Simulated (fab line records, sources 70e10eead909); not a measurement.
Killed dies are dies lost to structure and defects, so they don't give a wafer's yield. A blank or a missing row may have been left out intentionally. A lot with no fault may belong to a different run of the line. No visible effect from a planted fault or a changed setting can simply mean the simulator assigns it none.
fab line records    flow nand_harc
[record] lots = 6  wafers = 18  last_day = 33
route steps=1302 shown P_M1@296
lots that met no fault: taken from a fault-free run of the same line
start_h: start of the lot's first displayed wafer, in hours after the record's first day    wait_h: hours elapsed since this lot's preceding step    " same as the row above    L1.1+2: one row covering several wafers at once    - no value, or no start was given    * or withheld: withheld    < > ~ a bound
route shown NAME@n: names a module that has steps shown in the file, with the first one's number in the route    usual: the fault-free wafers' mean and standard deviation    same: alike in all rows    chamber/n: place in a boat    sites: each site's reading    _std_site: standard deviation of those values    _edge_site: inner sites' mean taken away from outer sites' mean    radius_mm: for every site, how far away it sits from the centre of the wafer    mask NAME#n: copy n    behind: the tool/chamber that last shaped the wafer    hold: reason for holding the lot/hours on hold/outcome of the hold    device: names the non-switching transistor (n, p or np)    end of line: the same wafers' tests at the end of the route    where a step has no rows: the recipe by itself    killed: at the first sort, the dies lost to defects and structure; wafer yield is something else    map: a wafer's dies, x killed, . not, _ none there
set.NAME: setting as actually run; set.NAME@STEP: the setting as run at that earlier step    model.NAME: the simulator's own value behind a step, which no gauge read
lots seen at some steps along the route; tables by step, rows by wafer
services: a tool's chamber out of use, with start hour (start_h, from the record's first day; less than 0 if before it), hours out, and reason
[[steps]]
[step NHARC_P_M1_OVL_MEAS_10]
[recipe] pitch_nm = 260
[usual] overlay_x_nm = 0.2/0.74  overlay_y_nm = 0.3/0.77
lot.wafer  tool        chamber  start_h  wait_h  overlay_x_nm  overlay_y_nm
L910.1     overlay-02  -        202.27   -       -0.4          -0.7
L910.3     "           -        "        "       -0.6          -0.5
L910.5     "           -        "        "       -0.4          -0.2
L919.2     overlay-01  -        294.77   -       -0.1          -1.0
L919.4     "           -        "        "       -0.5          -0.5
L919.5     "           -        "        "       -0.3          -1.2
L920.2     overlay-02  -        311.63   -       1.0           0.6
L920.3     "           -        "        "       1.6           0.4
L920.5     "           -        "        "       1.0           0.4
L922.3     overlay-02  -        325.29   -       0.3           0.1
L922.4     "           -        "        "       0.5           0.0
L922.5     "           -        "        "       0.8           -0.3
L923.1     overlay-02  -        339.75   -       2.3           -0.5
L923.3     "           -        "        "       2.0           -0.4
L923.6     "           -        "        "       1.7           0.0
L925.2     overlay-02  -        359.04   -       0.5           0.4
L925.4     "           -        "        "       0.4           0.3
L925.5     "           -        "        "       0.6           -0.1
[step NHARC_P_M1_INSPECT_11]
[usual] raw_defect_count = 4.6/2.5
lot.wafer  tool               chamber  start_h  wait_h  raw_defect_count
L910.1     defect_inspect-02  -        202.31   0.0     14
L910.3     "                  -        "        "       7
L910.5     "                  -        "        "       7
L919.2     defect_inspect-02  -        294.81   0.0     4
L919.4     "                  -        "        "       3
L919.5     "                  -        "        "       9
L920.2     defect_inspect-02  -        311.67   0.0     4
L920.3     "                  -        "        "       2
L920.5     "                  -        "        "       2
L922.3     defect_inspect-01  -        325.32   0.0     6
L922.4     "                  -        "        "       4
L922.5     "                  -        "        "       6
L923.1     defect_inspect-02  -        339.79   0.0     5
L923.3     "                  -        "        "       5
L923.6     "                  -        "        "       2
L925.2     defect_inspect-02  -        359.08   0.0     6
L925.4     "                  -        "        "       2
L925.5     "                  -        "        "       4
[step NHARC_P_M1_DESCUM_14]
[recipe] time_s = 3  o2_flow_sccm = 200  ar_flow_sccm = 0  bias_power_w = 0  chemistry = O2
[step NHARC_P_M1_ETCH_35]
[recipe] target_depth_a = 400  overetch_a = 120  time_s = 43.94  ion_energy_ev = 200  n2_flow_sccm = 150  h2_flow_sccm = 150  ar_flow_sccm = 0  rf_w = 400  bias_w = 150  chemistry = N2/H2
[step NHARC_P_M1_ETCH_15]
[recipe] target_depth_a = 1825  time_s = 91.2  c4f8_flow_sccm = withheld  ar_flow_sccm = 400  rf_w = 600  bias_w = 300  chemistry = C4F8/Ar
[usual] oes_product_au = 0.952/0.022  rf_vpp_V = 441.5/2.4
lot.wafer  tool         chamber  start_h  wait_h  oes_product_au  rf_hours_counter_h  rf_vpp_V
L910.1     rie_diel-09  0        -        -       0.923           4                   440.3
L910.3     "            1        "        "       0.921           4                   435.9
L910.5     "            2        "        "       0.918           -                   439.3
L919.4     rie_diel-09  2        -        -       0.908           13                  440.6
L919.2     "            3        "        "       0.911           13                  444.5
L919.5     "            0        "        "       0.921           -                   441.1
L920.3     rie_diel-07  3        -        -       0.958           0                   441.4
L920.2     "            1        "        "       0.971           1                   439.1
L920.5     "            2        "        "       0.962           -                   443.0
L922.3     rie_diel-07  0        -        -       0.976           2                   442.1
L922.4     "            1        "        "       0.970           2                   441.7
L922.5     "            3        "        "       0.956           -                   440.8
L923.3     rie_diel-09  2        -        -       0.962           0                   439.0
L923.1     "            0        "        "       0.984           0                   440.0
L923.6     "            1        "        "       0.974           -                   436.6
L925.2     rie_diel-07  1        359.40   0.1     0.939           5                   438.6
L925.4     "            1        "        "       0.935           -                   439.6
L925.5     "            2        "        "       0.926           -                   443.9
[step NHARC_P_M1_CD_MEAS_16]
[usual] cd_nm = 129.9/0.6
lot.wafer  tool       chamber  start_h  wait_h  cd_nm
L910.1     cd_sem-03  -        202.67   -       129.5
L910.3     "          -        "        "       130.2
L910.5     "          -        "        "       130.9
L919.2     cd_sem-03  -        295.18   -       130.1
L919.4     "          -        "        "       129.7
L919.5     "          -        "        "       129.9
L920.2     cd_sem-01  -        312.04   -       129.8
L920.3     "          -        "        "       129.9
L920.5     "          -        "        "       130.4
L922.3     cd_sem-01  -        325.69   -       130.2
L922.4     "          -        "        "       129.5
L922.5     "          -        "        "       130.4
L923.1     cd_sem-02  -        340.15   -       129.7
L923.3     "          -        "        "       129.3
L923.6     "          -        "        "       129.1
L925.2     cd_sem-01  -        359.58   0.2     128.8
L925.4     "          -        "        "       128.9
L925.5     "          -        "        "       128.2
[step NHARC_P_M1_STRIP_18]
[recipe] power_w = 1000  n2_flow_sccm = 150  h2_flow_sccm = 150  ar_flow_sccm = 0  bias_w = 0  chemistry = N2/H2
[usual] drypump_motor_current_A = 5.8/0.48  oes_product_au = 0.999/0.0072  rf_vpp_V = 90.9/1  showerhead_plenum_p_Torr = 2.06/0.088  throttle_valve_pct = 14.170/0.0093
lot.wafer  tool         chamber  start_h  wait_h  drypump_motor_current_A  oes_product_au  rf_hours_counter_h  rf_vpp_V  showerhead_plenum_p_Torr  throttle_valve_pct
L910.3     rie_diel-07  0        202.75   0.1     5.5                      0.998           5                   89.9      2.12                      14.178
L910.1     "            3        "        "       5.7                      1.013           4                   90.1      2.06                      14.170
L910.5     "            1        "        "       6.2                      1.001           -                   90.2      2.02                      14.156
L919.2     rie_diel-13  0        295.32   0.1     6.4                      1.005           39                  92.7      2.04                      14.152
L919.5     "            2        "        "       6.0                      0.998           -                   91.4      2.18                      14.154
L919.4     "            3        "        "       5.8                      1.000           -                   90.5      1.95                      14.168
L920.3     rie_diel-09  1        312.11   0.1     6.6                      0.990           15                  90.4      1.90                      14.166
L920.2     "            2        "        "       6.1                      0.992           15                  89.0      2.03                      14.169
L920.5     "            2        "        "       6.1                      1.001           -                   91.7      2.03                      14.161
L922.3     rie_diel-07  0        325.76   0.1     5.5                      1.008           2                   91.5      2.11                      14.163
L922.4     "            3        "        "       5.6                      0.996           1                   91.5      2.06                      14.177
L922.5     "            1        "        "       6.2                      1.001           -                   91.5      2.02                      14.163
L923.3     rie_diel-13  0        340.26   0.1     6.4                      1.008           54                  91.4      2.03                      14.169
L923.1     "            1        "        "       5.2                      1.006           47                  90.5      2.11                      14.173
L923.6     "            0        "        "       6.4                      0.995           -                   90.8      2.03                      14.164
L925.4     rie_diel-09  1        359.65   0.1     6.6                      0.996           2                   90.2      1.90                      14.161
L925.2     "            0        "        "       5.0                      1.017           2                   90.8      2.03                      14.164
L925.5     "            1        "        "       6.6                      1.006           -                   89.8      1.90                      14.166
[step NHARC_P_M1_ETCH_28]
[recipe] target_depth_a = 300  over_etch_frac = 0.3  time_s = 72.99  ion_energy_ev = 150  cf4_flow_sccm = 50  n2_flow_sccm = 100  ar_flow_sccm = 150  rf_w = 300  bias_w = 100  chemistry = CF4/N2
[usual] drypump_motor_current_A = 5.7/0.49  oes_product_au = 0.999/0.0077  rf_vpp_V = 314.8/1.8  showerhead_plenum_p_Torr = 2.66/0.1  throttle_valve_pct = 19.794/0.0091
lot.wafer  tool         chamber  start_h  wait_h  drypump_motor_current_A  oes_product_au  rf_hours_counter_h  rf_vpp_V  showerhead_plenum_p_Torr  throttle_valve_pct
L910.3     rie_diel-07  1        -        -       6.2                      1.002           4                   314.6     2.60                      19.803
L910.1     "            0        "        "       5.5                      0.999           5                   315.3     2.72                      19.794
L910.5     "            1        "        "       6.3                      0.996           -                   313.2     2.60                      19.797
L919.2     rie_diel-13  2        -        -       6.0                      1.006           41                  316.2     2.80                      19.797
L919.5     "            0        "        "       6.4                      0.996           -                   314.3     2.62                      19.803
L919.4     "            2        "        "       6.0                      0.998           -                   317.2     2.80                      19.793
L920.3     rie_diel-09  0        -        -       5.0                      1.000           14                  313.6     2.61                      19.810
L920.2     "            1        "        "       6.6                      1.004           15                  312.8     2.46                      19.790
L920.5     "            0        "        "       5.0                      1.017           -                   313.3     2.61                      19.790
L922.3     rie_diel-07  0        -        -       5.5                      0.999           2                   315.7     2.71                      19.778
L922.4     "            2        "        "       5.4                      0.990           2                   316.1     2.76                      19.794
L922.5     "            0        "        "       5.5                      1.005           -                   316.0     2.71                      19.785
L923.1     rie_diel-13  0        -        -       6.4                      0.999           54                  313.0     2.62                      19.811
L923.3     "            2        "        "       6.0                      1.012           55                  317.8     2.79                      19.775
L923.6     "            1        "        "       5.3                      1.011           -                   315.4     2.71                      19.801
L925.4     rie_diel-09  3        -        -       5.2                      0.984           3                   317.7     2.81                      19.799
L925.2     "            0        "        "       5.0                      1.006           2                   314.4     2.61                      19.775
L925.5     "            3        "        "       5.3                      1.000           -                   317.2     2.81                      19.803
[step NHARC_P_M1_STRIP_19]
[recipe] time_s = 600  temp_c = 30  chemistry = post_etch_residue_remover
[step NHARC_P_M1_DEGAS_29]
[recipe] temp_c = 250  time_s = 60
[step NHARC_P_M1_PRE_CLEAN_30]
[recipe] time_s = 30  temp_c = 280  gas = H2/He
[usual] heater_power_w = 396/42
lot.wafer  tool            chamber  start_h  wait_h  heater_power_w
L910.3     pvd_sputter-01  -        -        -       351
L910.1     "               -        "        "       414
L910.5     "               -        "        "       351
L919.2     pvd_sputter-02  -        -        -       373
L919.4     "               -        "        "       436
L919.5     "               -        "        "       362
L920.3     pvd_sputter-01  -        -        -       448
L920.2     "               -        "        "       407
L920.5     "               -        "        "       357
L922.3     pvd_sputter-02  -        -        -       443
L922.4     "               -        "        "       326
L922.5     "               -        "        "       442
L923.1     pvd_sputter-03  -        -        -       431
L923.3     "               -        "        "       478
L923.6     "               -        "        "       385
L925.4     pvd_sputter-02  -        -        -       376
L925.2     "               -        "        "       322
L925.5     "               -        "        "       360
[step NHARC_P_M1_PVD_20]
[recipe] target_thk_a = 50  bias_v = 168.6  power_w = 15000  chamber_pressure_pa = 0.12  time_s = 8.06  substrate_temp_c = 50  material = TaN
[usual] bias_v = 168.7/1.8  cathode_dc_power_W = 15000/2.7  throttle_valve_pct = 29.9/1.2
lot.wafer  tool            chamber  start_h  wait_h  bias_v  cathode_dc_power_W  throttle_valve_pct
L910.1     pvd_sputter-01  -        -        -       170.6   15004               30.3
L910.3     "               -        "        "       168.4   15001               28.5
L910.5     "               -        "        "       165.3   15003               31.2
L919.2     pvd_sputter-02  -        -        -       169.8   15002               28.8
L919.4     "               -        "        "       168.4   14998               28.4
L919.5     "               -        "        "       170.4   15001               30.9
L920.2     pvd_sputter-01  -        -        -       169.3   14998               31.4
L920.3     "               -        "        "       167.9   15003               31.0
L920.5     "               -        "        "       171.4   15004               31.5
L922.3     pvd_sputter-02  -        -        -       163.6   15003               28.4
L922.4     "               -        "        "       168.3   15000               30.7
L922.5     "               -        "        "       167.2   14999               29.0
L923.3     pvd_sputter-03  -        -        -       167.8   15000               27.9
L923.1     "               -        "        "       167.3   14999               29.8
L923.6     "               -        "        "       167.1   15000               27.9
L925.2     pvd_sputter-02  -        -        -       168.9   15001               28.8
L925.4     "               -        "        "       169.4   15001               29.2
L925.5     "               -        "        "       170.5   15002               28.8
[step NHARC_P_M1_PVD_21]
[recipe] target_thk_a = 300  chamber_pressure_pa = 5  power_w = 5000  substrate_temp_c = 30  time_s = 20.49  material = Cu
[usual] cathode_dc_power_W = 5000.1/0.87  chamber_pressure_pa = 5.001/0.0096  throttle_valve_pct = 29.8/1.2
lot.wafer  tool            chamber  start_h  wait_h  cathode_dc_power_W  chamber_pressure_pa  throttle_valve_pct
L910.1     pvd_sputter-01  -        203.63   -       5001.2              5.003                30.5
L910.3     "               -        "        "       5001.4              5.002                31.4
L910.5     "               -        "        "       5002.6              5.003                30.3
L919.2     pvd_sputter-02  -        296.25   -       -                   -                    -
L919.4     "               -        "        "       -                   -                    -
L919.5     "               -        "        "       -                   -                    -
L920.2     pvd_sputter-01  -        312.97   -       -                   -                    -
L920.3     "               -        "        "       -                   -                    -
L920.5     "               -        "        "       -                   -                    -
L922.3     pvd_sputter-02  -        326.70   -       5000.8              5.004                31.0
L922.4     "               -        "        "       4999.1              4.999                28.5
L922.5     "               -        "        "       5001.3              5.007                28.9
L923.3     pvd_sputter-03  -        341.09   -       5000.5              5.011                29.7
L923.1     "               -        "        "       4999.5              4.999                31.3
L923.6     "               -        "        "       4999.6              4.999                29.7
L925.2     pvd_sputter-02  -        360.53   -       4998.5              5.009                28.9
L925.4     "               -        "        "       5001.8              4.991                28.9
L925.5     "               -        "        "       4999.0              5.026                29.1
[step NHARC_P_M1_ECD_22]
[recipe] target_thk_a = 4000  bath_temp_c = 25  material = Cu
[[services]]
tool            chamber  start_h  hours  kind
pvd_sputter-03  -        178.65   5.1    repair
pvd_sputter-03  -        193.04   1.6    repair
rie_diel-07     0        199.30   -      clean
rie_diel-07     1        199.30   -      clean
pvd_sputter-01  -        226.00   10.0   pm
pvd_sputter-02  -        239.32   1.3    repair
rie_diel-13     0        249.69   2.7    repair
rie_diel-13     0        258.78   4.7    repair
rie_diel-13     3        262.69   16.8   repair
rie_diel-07     -        266.91   4.6    repair
pvd_sputter-01  -        267.30   2.8    repair
pvd_sputter-02  -        282.09   10.0   pm
rie_diel-13     1        283.02   23.5   repair
pvd_sputter-03  -        286.01   6.8    repair
rie_diel-09     2        286.83   1.6    repair
rie_diel-07     -        294.30   9.0    pm
rie_diel-09     -        320.10   9.0    pm
pvd_sputter-03  -        333.78   6.7    repair
rie_diel-07     3        339.67   20.3   repair
rie_diel-13     -        344.48   9.0    pm
rie_diel-07     2        346.36   4.1    repair
pvd_sputter-03  -        348.00   10.0   pm
rie_diel-07     0        353.71   10.8   repair
rie_diel-07     2        354.92   4.1    repair
[[key]]
[first_sign] step = NHARC_P_M1_PVD_21  reading = tool_record  direction = missing
effect none on later readings
met_at NHARC_P_M1_PVD_21
struck_wafers L919.2,L919.4,L919.5,L920.2,L920.3,L920.5
later_rows_left_out L919.2,L919.4,L919.5,L920.2,L920.3,L920.5
sort_left_out L919.2,L919.4,L919.5,L920.2,L920.3,L920.5
onset_between 203.63 296.25
[fault] kind = skipped_step_whole  tool = pvd_sputter-01,pvd_sputter-02  chamber = -  onset_h = 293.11  steps = NHARC_P_M1_PVD_21  scope = struck_lots_only
// sort_left_out: the simulated sort isn't trusted on such a fault, so these wafers' sort isn't shown, and their yield isn't known
// later_rows_left_out: the simulator's readings of these wafers behind a module that went badly wrong aren't trusted and aren't shown, but for the sort
